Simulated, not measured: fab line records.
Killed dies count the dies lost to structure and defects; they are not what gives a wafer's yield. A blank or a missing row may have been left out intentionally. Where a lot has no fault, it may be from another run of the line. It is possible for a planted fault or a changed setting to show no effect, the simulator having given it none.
Matching of chambers || flow n5-finfet || ald-sin-03 running N5_ILD0_ALD_15: 4 sister chambers
The step deposits SiNx, target thk 24 nm, pulse time 1 s, ald cycles 480. 7 wafers are shown with their chamber, then 7 later ones without.

## WAFERS WITH THEIR CHAMBER
{"wafer": "L454.3", "chamber": 1, "heater-power-w (W)": 897, "precursor-pulse-height-rel": 1.022}
{"wafer": "L457.6", "chamber": 2, "heater-power-w (W)": 927, "precursor-pulse-height-rel": 0.997}
{"wafer": "L459.2", "chamber": 2, "heater-power-w (W)": 895, "precursor-pulse-height-rel": 1.012}
{"wafer": "L459.3", "chamber": 1, "heater-power-w (W)": 871, "precursor-pulse-height-rel": 0.998}
{"wafer": "L459.5", "chamber": 3, "heater-power-w (W)": 795, "precursor-pulse-height-rel": 0.979}
{"wafer": "L471.2", "chamber": 3, "heater-power-w (W)": 781, "precursor-pulse-height-rel": 0.988}
{"wafer": "L471.3", "chamber": 0, "heater-power-w (W)": 886, "precursor-pulse-height-rel": 0.966}

## WAFERS WHOSE CHAMBER IS MISSING
{"wafer": "L471.6", "heater-power-w (W)": 774, "precursor-pulse-height-rel": 0.994}
{"wafer": "L472.1", "heater-power-w (W)": 893, "precursor-pulse-height-rel": 1.026}
{"wafer": "L472.2", "heater-power-w (W)": 890, "precursor-pulse-height-rel": 0.998}
{"wafer": "L472.6", "heater-power-w (W)": 851, "precursor-pulse-height-rel": 0.994}
{"wafer": "L473.1", "heater-power-w (W)": 902, "precursor-pulse-height-rel": 0.990}
{"wafer": "L473.2", "heater-power-w (W)": 895, "precursor-pulse-height-rel": 1.003}
{"wafer": "L473.6", "heater-power-w (W)": 915, "precursor-pulse-height-rel": 0.987}

## WHICH CHAMBER EACH ONE RAN IN
{"wafer": "L471.6", "from the rows above": 3, "in truth": 3}
{"wafer": "L472.1", "from the rows above": "can't be placed: 1 or 2", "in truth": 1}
{"wafer": "L472.2", "from the rows above": "can't be placed: 1 or 2 or 0", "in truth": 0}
{"wafer": "L472.6", "from the rows above": "can't be placed: 1 or 0 or 2 or 3", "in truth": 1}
{"wafer": "L473.1", "from the rows above": "can't be placed: 2 or 1 or 0", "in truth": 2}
{"wafer": "L473.2", "from the rows above": "can't be placed: 1 or 2", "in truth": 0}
{"wafer": "L473.6", "from the rows above": "can't be placed: 2 or 0 or 1", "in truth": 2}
Correctly placed: 1 of 7. From these rows, 6 cannot be placed; in 5 the true chamber is one of the candidates. 0 placed wrongly.
How it was worked out, from the rows above alone: a wafer's distance from a chamber is the root of the sum, over the readings, of the square of ((its reading less the chamber's mean) divided by the reading's scatter). The wafer belongs to the nearest chamber; if the next one is less than 2 further off, it can't be placed. The mean given for a chamber averages the wafers shown for that chamber. The scatter is the square root of a quotient: the sum, over the shown wafers, of each reading's squared deviation from its chamber's mean, divided by wafers minus chambers.
